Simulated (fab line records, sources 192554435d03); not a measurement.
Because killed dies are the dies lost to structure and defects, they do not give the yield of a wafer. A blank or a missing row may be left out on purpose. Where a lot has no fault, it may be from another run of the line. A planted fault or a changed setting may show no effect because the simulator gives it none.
Matching of chambers + flow n5 finfet + N5_GATE_CUT_ETCH_28 on rie diel-02: 4 sister chambers
The step etches underlayer in N2/H2, target depth 13 nm, time 10.4 s. 30 wafers are shown with their chamber, then 12 later ones without.

EACH WAFER AND ITS CHAMBER
| wafer  | chamber | drypump motor current A (A) | showerhead plenum p Torr (Torr) | throttle valve pct (%) |
|--------|---------|-----------------------------|---------------------------------|------------------------|
| L074.2 | 2       | 5.0                         | 2.48                            | 17.77                  |
| L074.3 | 0       | 6.1                         | 2.67                            | 17.60                  |
| L074.4 | 1       | 5.8                         | 2.51                            | 18.21                  |
| L075.1 | 2       | 5.1                         | 2.48                            | 17.76                  |
| L075.4 | 0       | 6.1                         | 2.67                            | 17.58                  |
| L075.5 | 2       | 5.1                         | 2.48                            | 17.79                  |
| L076.3 | 2       | 5.1                         | 2.48                            | 17.79                  |
| L076.5 | 0       | 6.1                         | 2.67                            | 17.60                  |
| L076.6 | 1       | 5.8                         | 2.51                            | 18.19                  |
| L077.2 | 3       | 4.9                         | 2.62                            | 17.89                  |
| L077.3 | 2       | 5.1                         | 2.48                            | 17.80                  |
| L077.4 | 0       | 6.1                         | 2.67                            | 17.58                  |
| L079.1 | 2       | 5.1                         | 2.47                            | 17.78                  |
| L079.4 | 1       | 5.8                         | 2.51                            | 18.22                  |
| L079.6 | 0       | 6.1                         | 2.67                            | 17.59                  |
| L081.3 | 1       | 5.9                         | 2.51                            | 18.23                  |
| L081.5 | 1       | 5.8                         | 2.51                            | 18.22                  |
| L081.6 | 0       | 6.1                         | 2.67                            | 17.60                  |
| L084.1 | 3       | 4.9                         | 2.61                            | 17.92                  |
| L084.2 | 0       | 6.1                         | 2.67                            | 17.62                  |
| L084.6 | 0       | 6.1                         | 2.67                            | 17.62                  |
| L088.2 | 1       | 5.8                         | 2.50                            | 18.26                  |
| L088.5 | 1       | 5.8                         | 2.50                            | 18.24                  |
| L088.6 | 2       | 5.1                         | 2.47                            | 17.84                  |
| L089.1 | 3       | 4.9                         | 2.61                            | 17.94                  |
| L089.4 | 1       | 5.8                         | 2.50                            | 18.26                  |
| L089.6 | 3       | 4.9                         | 2.61                            | 17.94                  |
| L092.2 | 3       | 4.9                         | 2.61                            | 17.95                  |
| L092.4 | 2       | 5.1                         | 2.46                            | 17.85                  |
| L092.5 | 3       | 4.9                         | 2.61                            | 17.94                  |

SIGNATURES, as means of the wafers listed above
| reading                  | chamber 0 | chamber 1 | chamber 2 | chamber 3 | scatter within a chamber |
|--------------------------|-----------|-----------|-----------|-----------|--------------------------|
| drypump motor current A  | 6.100     | 5.812     | 5.087     | 4.900     | 0.0259                   |
| showerhead plenum p Torr | 2.6700    | 2.5062    | 2.4750    | 2.6117    | 0.00508                  |
| throttle valve pct       | 17.5987   | 18.2288   | 17.7975   | 17.9300   | 0.0243                   |
Rule: for a wafer and a chamber, the distance is found by dividing, reading by reading, the gap between the wafer's reading and the chamber's mean by the reading's scatter, squaring, summing and taking the root. The wafer belongs to the nearest chamber; if the next one is less than 2 further off, it can't be placed. The scatter: the root of (the sum of the squares of (reading less its chamber's mean) over the shown wafers, divided by (wafers less chambers)).

WAFERS MISSING THEIR CHAMBER
| wafer  | drypump motor current A (A) | showerhead plenum p Torr (Torr) | throttle valve pct (%) |
|--------|-----------------------------|---------------------------------|------------------------|
| L093.1 | 6.1                         | 2.66                            | 17.65                  |
| L093.5 | 4.9                         | 2.61                            | 17.95                  |
| L093.6 | 6.1                         | 2.66                            | 17.63                  |
| L094.1 | 5.1                         | 2.46                            | 17.86                  |
| L094.3 | 5.8                         | 2.50                            | 18.25                  |
| L094.4 | 4.9                         | 2.61                            | 17.95                  |
| L095.2 | 6.1                         | 2.66                            | 17.64                  |
| L095.4 | 5.8                         | 2.50                            | 18.27                  |
| L095.5 | 6.1                         | 2.66                            | 17.65                  |
| L096.1 | 6.1                         | 2.66                            | 17.65                  |
| L096.3 | 5.1                         | 2.46                            | 17.84                  |
| L096.6 | 5.1                         | 2.46                            | 17.84                  |

THE CHAMBER EACH PASSED THROUGH
| wafer  | from the rows above | in truth |
|--------|---------------------|----------|
| L093.1 | 0                   | 0        |
| L093.5 | 3                   | 3        |
| L093.6 | 0                   | 0        |
| L094.1 | 2                   | 2        |
| L094.3 | 1                   | 1        |
| L094.4 | 3                   | 3        |
| L095.2 | 0                   | 0        |
| L095.4 | 1                   | 1        |
| L095.5 | 0                   | 0        |
| L096.1 | 0                   | 0        |
| L096.3 | 2                   | 2        |
| L096.6 | 2                   | 2        |
Correct placement for 12 of the 12. From these rows, 0 cannot be placed. Placed wrongly: 0.
